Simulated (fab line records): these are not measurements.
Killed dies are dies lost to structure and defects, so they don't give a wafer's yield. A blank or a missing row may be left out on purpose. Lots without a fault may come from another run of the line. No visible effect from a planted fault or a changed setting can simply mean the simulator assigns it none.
A lot that was struck, set against a sound lot || flow n5 finfet || 15 steps out of a route of 1938
Sound: the wafers L286.1, L286.3, L286.4. Wafers struck: L293.1, L293.3, L293.5. Last of all comes the cause.
Per side, at each step with rows, come the tool, then ch with its chambers, and then its first start. Under that, the readings that differ: sound wafers || struck wafers || difference of the means || sigmas: that difference in standard deviations of wafers without a fault.
alike: readings whose means differ by less than 2 such deviations, and words and numbers that are the same on both sides. not compared: withheld readings, readings that some wafer has no value for, bounds like >300 that may hide the same value, and numbers for which the record gives no deviation and whose values overlap.
Wherever a step has rows on one side only, a row that says differs or no value, or a row with sigmas, the two part there. Non-overlapping numbers with no deviation appear without sigmas and do not part them. A reading that every wafer of one side lacks parts them only if that side has two wafers or more.

N5_GATE_CUT_ETCH_19: etches SiNx in CH3F/O2, target depth 53.7 nm, time 76.7 s.
  sound on rie diel-01 ch 0,1,3, day 5 05:42; struck on rie diel-01 ch 1,2,3, day 7 00:58
  alike: chamber pressure mTorr, drypump motor current A, etch rf on time s, oes product au, rf fwd power W, rf vpp V, showerhead plenum p Torr, throttle valve pct
  not compared: rf hours counter h
then, 1 step without rows for these wafers: N5_GATE_CUT_CUT_ETCH_53 (etches W in SF6/Cl2, target depth 79.2 nm).
N5_GATE_CUT_CUT_ETCH_54: etches TiN in Cl2/BCl3, target depth 96.7 nm.
  sound on rie metal-01 ch 0,1, day 5 05:52; struck on rie metal-01 ch 0,1, day 7 01:08
  alike: bcl3 flow sccm, chamber pressure mTorr, drypump motor current A, etch rf on time s, oes product au, rf fwd power W, throttle valve pct
  not compared: rf hours counter h
N5_GATE_CUT_CUT_ETCH_55: etches HfO2 in BCl3, target depth 3.2 nm.
  sound on rie metal-01 ch 0,1, day 5 05:56; struck on rie metal-01 ch 0,1, day 7 01:11
  alike: bcl3 flow sccm, chamber pressure mTorr, drypump motor current A, oes product au, rf fwd power W, throttle valve pct
  not compared: rf hours counter h
N5_GATE_CUT_ETCH_47: etches SiO2 in Cl2/BCl3, target depth 10 nm.
  sound on rie metal-01 ch 0,1, day 5 05:58; struck on rie metal-01 ch 0,1, day 7 01:13
  alike: bcl3 flow sccm, chamber pressure mTorr, drypump motor current A, oes product au, rf fwd power W, throttle valve pct
  not compared: rf hours counter h
then, 2 steps without rows for these wafers: N5_GATE_CUT_VAPOR_ETCH_48 (etches TiN in BCl3/Cl2); N5_GATE_CUT_VAPOR_ETCH_49 (etches TiAlC in BCl3/Cl2).
N5_GATE_CUT_VAPOR_ETCH_51: etches HfO2 in BCl3/Cl2.
  sound on rie metal-01 ch 0,1, day 5 06:03; struck on rie metal-01 ch 0,1, day 7 01:19
  alike: drypump motor current A, oes product au
then, 4 steps without rows for these wafers: N5_GATE_CUT_STRIP_21 (strips in N2/H2, time 30 s); N5_GATE_CUT_STRIP_29 (strips in post etch residue remover, time 60 s); N5_GATE_CUT_SRD_52 (time 30 s); N5_GATE_CUT_ALD_22 (deposits SiNx, target thk 16 nm, pulse time 1 s, ald cycles 320).
N5_GATE_CUT_CMP_23: polishes, stops on SiO2, t overpolish 23.4 s, target thk 16 nm.
  sound on cmp-01 ch 0,1,2, day 5 07:45; struck on cmp-01 ch 1,3, day 7 03:04
{"reading": "platen rpm (rpm)", "sound": "51.75 51.83 51.76", "struck": "53.90 53.87 53.86", "difference": "+2.10", "sigmas": "+50"}
  alike: motor current A, overpolish run s, time to endpoint s
N5_GATE_CUT_THK_MEAS_24:
  struck on film metro-02, day 7 03:20; sound on film metro-02, day 5 08:02
  alike: GC_FILL_THK
-- a jump in the record: the struck wafers' starts before and after are 4 days apart (it breaks off in module GATE_CUT and resumes in module BEOL_M4, where the first step shown is number 1111 of the route) --
N5_BEOL_M4_RC_MEAS_101:
  sound on prober-02 ch 0, day 8 13:04; struck on prober-02 ch 0, day 10 22:46
{"reading": "ION_N (uA/um)", "sound": "687 654 640", "struck": "692 692 717", "difference": "+40", "sigmas": "+3"}
  alike: DIBL_N, DIBL_P, IOFF_N, IOFF_P, ION_P, SS_N, SS_P, VT_N, VT_P

== WHERE THEY PART ==
Last at N5_BEOL_M4_RC_MEAS_101 as far as this record goes, first at N5_GATE_CUT_CMP_23.

WHY: whatever the simulator had introduced
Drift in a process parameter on cmp-01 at N5_GATE_CUT_CMP_23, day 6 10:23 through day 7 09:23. A move of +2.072 in setting platen rpm, from 51.8. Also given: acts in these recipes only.
